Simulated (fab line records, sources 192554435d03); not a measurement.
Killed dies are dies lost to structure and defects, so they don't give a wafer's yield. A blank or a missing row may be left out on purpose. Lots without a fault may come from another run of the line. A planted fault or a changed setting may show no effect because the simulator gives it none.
Split-lot experiment | flow n5_finfet | 7 lots, 21 wafers read, on a route of 1938 steps

THE SPLIT
At N5_BEOL_M2_TRENCH_ETCH_37 (etches SiOC in C4F6/O2, target depth 55.555 nm, time 29.2 s), the setting source_w was moved away from the recipe's 355 W on 8 of the 21 wafers read, by -14.5% to +16.5%. The other wafers ran this setting at the recipe's value.

The reading is taken at the split's own step.

THE READING
rf_vpp_V, in V, at N5_BEOL_M2_TRENCH_ETCH_37 (etches SiOC in C4F6/O2, target depth 55.555 nm, time 29.2 s). Fault-free wafers of this fab line usually give 661 V, standard deviation 11 V.

wafer  | tool, chamber at the split | source_w as run, W | against the recipe | rf_vpp_V, V | against lot-mates on the recipe
L074.3 | rie_diel-03, 2             | 355                | recipe             | 667         | -
L074.4 | rie_diel-03, 1             | 355                | recipe             | 656         | -
L074.6 | rie_diel-03, 1             | 355                | recipe             | 658         | -
L075.3 | rie_diel-03, 2             | 355                | recipe             | 667         | -
L075.4 | rie_diel-03, 0             | 355                | recipe             | 662         | -
L075.6 | rie_diel-03, 3             | 355                | recipe             | 670         | -
L082.2 | rie_diel-03, 1             | 355                | recipe             | 657         | -
L082.3 | rie_diel-03, 2             | 409.4              | +15.3%             | 620         | -37
L082.5 | rie_diel-03, 0             | 409.4              | +15.3%             | 615         | -42
L083.1 | rie_diel-03, 1             | 355                | recipe             | 656         | -
L083.5 | rie_diel-03, 0             | 355                | recipe             | 662         | -
L083.6 | rie_diel-03, 3             | 355                | recipe             | 671         | -
L087.3 | rie_diel-03, 2             | 413.6              | +16.5%             | 617         | no lot-mate on the recipe
L087.4 | rie_diel-03, 0             | 413.6              | +16.5%             | 613         | no lot-mate on the recipe
L087.6 | rie_diel-03, 2             | 413.6              | +16.5%             | 616         | no lot-mate on the recipe
L091.2 | rie_diel-03, 2             | 355                | recipe             | 667         | -
L091.4 | rie_diel-03, 0             | 303.7              | -14.5%             | 716         | +54
L091.6 | rie_diel-03, 1             | 355                | recipe             | 656         | -
L092.4 | rie_diel-05, 1             | 313.5              | -11.7%             | 688         | +23
L092.5 | rie_diel-05, 2             | 355                | recipe             | 665         | -
L092.6 | rie_diel-05, 3             | 313.5              | -11.7%             | 686         | +21

THE FIT
A straight line over all 21 wafers: rf_vpp_V changes by -2.85 V for each +1% of source_w; r = -0.98; the points scatter about the line by 6.1 V.
The same after taking each lot's own level away (the mean of its wafers on the recipe; 18 wafers): -2.64 V for each +1%; r = -0.95; scatter 6.7 V.
On that fit, the largest move of source_w shifts the reading by 44 V.
The lots' own levels span 657.0 to 666.3 V, that is 0.8 times the standard deviation above.
So the lot-to-lot level changes the slope little: the two slopes agree.
Check: with one of the wafers moved furthest among these (+15.3%) left out of the fit, the line predicts -42 V for it against its lot-mates. It came out at -37 V against them.
Tool readings at the split's step, against how far the setting was moved: rf_vpp_V r = -0.98.

OTHER SPLITS ON THESE WAFERS
These wafers also went through other splits before the reading. Each is held against what the fit with the lots' levels taken away leaves over:
other split on the same wafers | wafers away from the commonest value | r with rf_vpp_V (lot level and that fit taken away)
N5_BEOL_M2_DESCUM_33 time_s    | 7                                    | +0.30

THE FILE'S OWN FIT
rf_vpp_V changes by -2.82 V for each +1% of source_w, r = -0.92.
